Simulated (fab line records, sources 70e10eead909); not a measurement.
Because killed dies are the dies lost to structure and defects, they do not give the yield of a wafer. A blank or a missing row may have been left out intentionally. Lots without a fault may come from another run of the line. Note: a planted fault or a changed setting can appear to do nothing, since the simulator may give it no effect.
Problem report in the 8D (eight disciplines) form, filled by code | flow nand harc | the parts of the form that need people (team, actions taken, sign-off) are left out

## 1. WHAT IS WRONG
Mean of run length s at NHARC_A_CHANNEL_HOLE_D1_ETCH_38: 69.5 s across 3 wafers in 3 lots; on wafers with no fault it is 86.4 s (standard deviation 0.49). That puts it -34 standard deviations away from the usual mean.
The step: etches the open film in CF4, target depth 39 nm, time 65 s.
Earliest sighting: wafer L996.4 on rie diel-08 at day 12 05:26. The record holds 36 wafers of 12 lots with a number at this step. Rule for "out" (also "out of limits"): further than 4 standard deviations from the usual mean. The other wafers with a number count as sound.

## 2. WHAT IT IS, WHAT IT ISN'T
question                    | is                     | is not
which readings at this step | run length s           | drypump motor current A, oes product au, rf vpp V, showerhead plenum p Torr, throttle valve pct
which lots                  | L996, L997, L998       | L101, L103, L104, L105, L107, L108, L110, L987, L999
which wafers of those lots  | L996.4, L997.5, L998.4 | L996.3, L996.6, L997.1, L997.6, L998.1, L998.3
read on which tools         | rie diel-08            | rie diel-01, rie diel-09
when                        | from day 12 05:26      | up to then (5 sound wafers); but 28 sound wafers of L101, L103, L104, L105, L107, L108, L110, L997, L998, L999 came after

## 3. WHAT RULES OUT EACH SUSPECT
Counting: a tool at a process step up to the reading stays a suspect if it ran every lot that is out. Sound lots after the first of them don't rule it out here, since some wafers of a struck lot are sound.
- rie diel-08 at NHARC_A_CHANNEL_HOLE_D1_ETCH_38 (etches the open film in CF4, target depth 39 nm, time 65 s): kept. It ran every lot that is out, first L996 (day 12 05:26); its last sound lot up to then is L987 (day 8 07:21). Its own readings are out on those wafers: run length s.
Left after counting: rie diel-08 at NHARC_A_CHANNEL_HOLE_D1_ETCH_38.

## 4. THE CAUSE (what the simulator had put in)
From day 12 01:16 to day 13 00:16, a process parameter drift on rie diel-08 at NHARC_A_CHANNEL_HOLE_D1_ETCH_38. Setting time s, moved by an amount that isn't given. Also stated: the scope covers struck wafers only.
Counting left only this tool.

## 5. THE EFFECT CHAIN, in route order
Each row: a reading whose mean over the struck wafers that have a number lies more than 3 standard deviations from the usual. Only readings for which the record gives a usual standard deviation are gone through. hours: the time from each lot's start at the first step in this table that gives one to its start at this step, as a median over the lots. sigmas: the change in usual standard deviations.
hours | step                            | reading      | usual  | on struck wafers | change | sigmas
0     | NHARC_A_CHANNEL_HOLE_D1_ETCH_38 | run length s | 86.4 s | 69.5             | -16.9  | -34
Process steps it contains:
- NHARC_A_CHANNEL_HOLE_D1_ETCH_38: etches the open film in CF4, target depth 39 nm, time 65 s.
At these later measuring or inspecting steps, every struck wafer for which the step has a row has a number for every such reading, and none has moved that far: NHARC_A_CHANNEL_HOLE_D1_CD_MEAS_18, NHARC_END_SORT_01.

## 6. WHAT WOULD HAVE CAUGHT IT SOONER
In this record no reading fell out of limits until day 12 05:26, 4 hours after the fault had begun at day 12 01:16.
